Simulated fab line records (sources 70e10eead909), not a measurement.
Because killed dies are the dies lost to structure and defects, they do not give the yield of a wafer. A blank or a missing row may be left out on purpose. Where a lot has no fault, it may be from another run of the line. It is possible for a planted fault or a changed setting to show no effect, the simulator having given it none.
Matching of chambers | flow nand harc | NHARC_A_CHANNEL_FILL_D2_ALD_16 on ald hk-01 has 4 sister chambers
The step deposits SiO2, target thk 1.5 nm, pulse time 10 s, ald cycles 15. 8 wafers are shown with their chamber, then 12 later ones without.

== EACH WAFER AND ITS CHAMBER ==
wafer  | chamber | heater power w (W) | precursor pulse height rel
L083.1 | 1       | 431                | 1.028
L083.3 | 2       | 519                | 1.025
L083.5 | 0       | 432                | 1.014
L086.1 | 0       | 439                | 0.989
L086.3 | 1       | 427                | 0.986
L088.3 | 3       | 482                | 1.018
L088.4 | 2       | 503                | 1.010
L088.5 | 3       | 466                | 0.995

== WAFERS WITHOUT THEIR CHAMBER ==
wafer  | heater power w (W) | precursor pulse height rel
L090.1 | 425                | 0.999
L090.4 | 419                | 0.974
L090.5 | 431                | 0.999
L093.1 | 419                | 1.004
L093.4 | 466                | 1.020
L093.5 | 470                | 1.014
L094.1 | 414                | 0.974
L094.2 | 477                | 1.009
L094.4 | 415                | 0.996
L096.1 | 408                | 1.015
L096.5 | 383                | 0.993
L096.6 | 419                | 1.019

== WHICH CHAMBER EACH WENT THROUGH ==
wafer  | from the rows above     | in truth
L090.1 | can't be placed: 1 or 0 | 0
L090.4 | can't be placed: 1 or 0 | 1
L090.5 | can't be placed: 1 or 0 | 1
L093.1 | can't be placed: 1 or 0 | 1
L093.4 | 3                       | 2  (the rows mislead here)
L093.5 | 3                       | 3
L094.1 | can't be placed: 1 or 0 | 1
L094.2 | 3                       | 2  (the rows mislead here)
L094.4 | can't be placed: 1 or 0 | 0
L096.1 | can't be placed: 1 or 0 | 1
L096.5 | can't be placed: 1 or 0 | 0
L096.6 | can't be placed: 1 or 0 | 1
Correctly placed: 1 of 12. Unplaceable from these rows: 9, with the true chamber sitting among the candidates in 9. 2 placed wrongly.
How it was worked out, from the rows above alone: a wafer's distance from a chamber is the root of the sum, over the readings, of the square of ((its reading less the chamber's mean) divided by the reading's scatter). If the next closest chamber is less than 2 further off than the closest, the wafer can't be placed; otherwise it belongs to the closest. The mean given for a chamber averages the wafers shown for that chamber. The scatter: take each reading less its chamber's mean, square it, sum over the shown wafers, divide by the number of wafers less the number of chambers, and take the root.
